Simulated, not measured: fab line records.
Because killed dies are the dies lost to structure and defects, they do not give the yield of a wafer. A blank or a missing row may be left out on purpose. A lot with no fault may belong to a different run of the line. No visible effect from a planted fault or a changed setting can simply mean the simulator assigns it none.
Lot-split experiment ; flow n5 finfet ; 39 wafers read from 7 lots, route of 1938 steps

== THE SPLIT ==
At N5_BEOL_M13_SPUTTER_44 (material Ta, target thk 10 nm, time 16.13 s), the setting target thk a was moved away from the recipe's 100 angstrom on 12 of the 39 wafers read, by -56.5% to +53.8%. The other wafers ran this setting at the recipe's value.

== FROM THE SPLIT TO THE READING: what the file shows between them, 3 steps ==
- N5_BEOL_M13_SPUTTER_45: material Cu, target thk 80 nm, time 13.33 s
- N5_BEOL_M13_ECD_47: material Cu, target thk 936 nm
- N5_BEOL_M13_ANNEAL_48: time 90 s

== THE READING ==
barrier field endpoint s, in s, at N5_BEOL_M13_CMP_49 (polishes, stops on SiOC, t overpolish 17.1 s, target thk 420 nm). Fault-free wafers of this fab line usually give 30.4 s, standard deviation 0.82 s.

wafer;tool, chamber at the split;target thk a as run, angstrom;against the recipe;barrier field endpoint s, s;against lot-mates on the recipe
L079.2;pvd sputter-02, -;100;recipe;30.4;-
L079.4;pvd sputter-02, -;100;recipe;29.5;-
L079.1;pvd sputter-02, -;100;recipe;30.2;-
L079.3;pvd sputter-02, -;100;recipe;30.4;-
L079.5;pvd sputter-02, -;100;recipe;30.7;-
L079.6;pvd sputter-02, -;100;recipe;29.5;-
L081.4;pvd sputter-03, -;65.24;-34.8%;24.9;-4.7
L081.1;pvd sputter-03, -;65.24;-34.8%;26.0;-3.6
L081.3;pvd sputter-03, -;100;recipe;30.0;-
L081.2;pvd sputter-03, -;65.24;-34.8%;25.5;-4.1
L081.5;pvd sputter-03, -;100;recipe;29.1;-
L081.6;pvd sputter-03, -;100;recipe;29.8;-
L080.2;pvd sputter-01, -;100;recipe;28.4;-
L080.1;pvd sputter-01, -;100;recipe;28.5;-
L080.4;pvd sputter-01, -;100;recipe;29.4;-
L080.3;pvd sputter-01, -;100;recipe;28.7;-
L080.5;pvd sputter-01, -;100;recipe;28.8;-
L080.6;pvd sputter-01, -;100;recipe;28.1;-
L086.1;pvd sputter-03, -;153.8;+53.8%;37.9;+7.1
L086.2;pvd sputter-03, -;153.8;+53.8%;36.5;+5.7
L086.3;pvd sputter-03, -;100;recipe;30.1;-
L086.4;pvd sputter-03, -;100;recipe;31.1;-
L086.6;pvd sputter-03, -;153.8;+53.8%;37.1;+6.3
L086.5;pvd sputter-03, -;100;recipe;31.1;-
L091.3;pvd sputter-02, -;100;recipe;30.6;-
L091.2;pvd sputter-02, -;100;recipe;30.6;-
L091.4;pvd sputter-02, -;81.11;-18.9%;28.5;-2.1
L091.1;pvd sputter-02, -;81.11;-18.9%;28.2;-2.4
L091.6;pvd sputter-02, -;100;recipe;30.5;-
L091.5;pvd sputter-02, -;81.11;-18.9%;28.4;-2.2
L093.1;pvd sputter-01, -;100;recipe;30.4;-
L093.6;pvd sputter-01, -;100;recipe;30.5;-
L093.5;pvd sputter-01, -;100;recipe;30.6;-
L096.1;pvd sputter-01, -;100;recipe;30.6;-
L096.2;pvd sputter-01, -;100;recipe;29.7;-
L096.4;pvd sputter-01, -;43.51;-56.5%;22.6;-7.3
L096.3;pvd sputter-01, -;100;recipe;29.5;-
L096.6;pvd sputter-01, -;43.51;-56.5%;23.0;-6.9
L096.5;pvd sputter-01, -;43.51;-56.5%;23.0;-6.9

FIT RESULTS
A straight line over all 39 wafers: barrier field endpoint s changes by +0.128 s for each +1% of target thk a; r = +0.97; the points scatter about the line by 0.79 s.
The same after taking each lot's own level away (the mean of its wafers on the recipe; 39 wafers): +0.121 s for each +1%; r = +0.99; scatter 0.4 s.
The reading moves by 6.9 s for the largest change in target thk a, on that fit.
The lots' own levels span 28.65 to 30.77 s, that is 2.6 times the standard deviation above.
The two slopes are in agreement: the lot-to-lot level therefore moves the slope only a little.
Check: for one of the wafers moved furthest among these (-56.5%), held out of the fit, the line's prediction against its lot-mates is -6.8 s. It came out at -7.33 s against them.

== OTHER SPLITS APPLIED TO THESE WAFERS ==
Before the reading, these wafers also passed through other splits. Each is held against what the fit with the lots' levels taken away leaves over:
other split on the same wafers;wafers away from the commonest value;r with barrier field endpoint s (lot level and that fit taken away)
N5_BEOL_M8_TRENCH_ETCH_37 target depth a;18;-0.21
N5_BEOL_M10_CVD_75 target thk a;18;+0.07

== THE WHOLE CHAIN: every reading that the file lists as answering this split, in the file's order ==
step;what it does;reading;change (the file's fit);r (the file's)
N5_BEOL_M13_SPUTTER_44;material Ta, target thk 10 nm, time 16.13 s;Ta_of_BEOL_M13_SPUTTER_44.thk nm (the simulator's own value, which no gauge read);+0.1 nm for each +1% of the setting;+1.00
N5_BEOL_M13_CMP_49;polishes, stops on SiOC, t overpolish 17.1 s, target thk 420 nm;barrier field endpoint s;+0.122 s for each +1% of the setting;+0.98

== FILE'S OWN FIT ==
barrier field endpoint s changes by +0.122 s for each +1% of target thk a, r = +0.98.
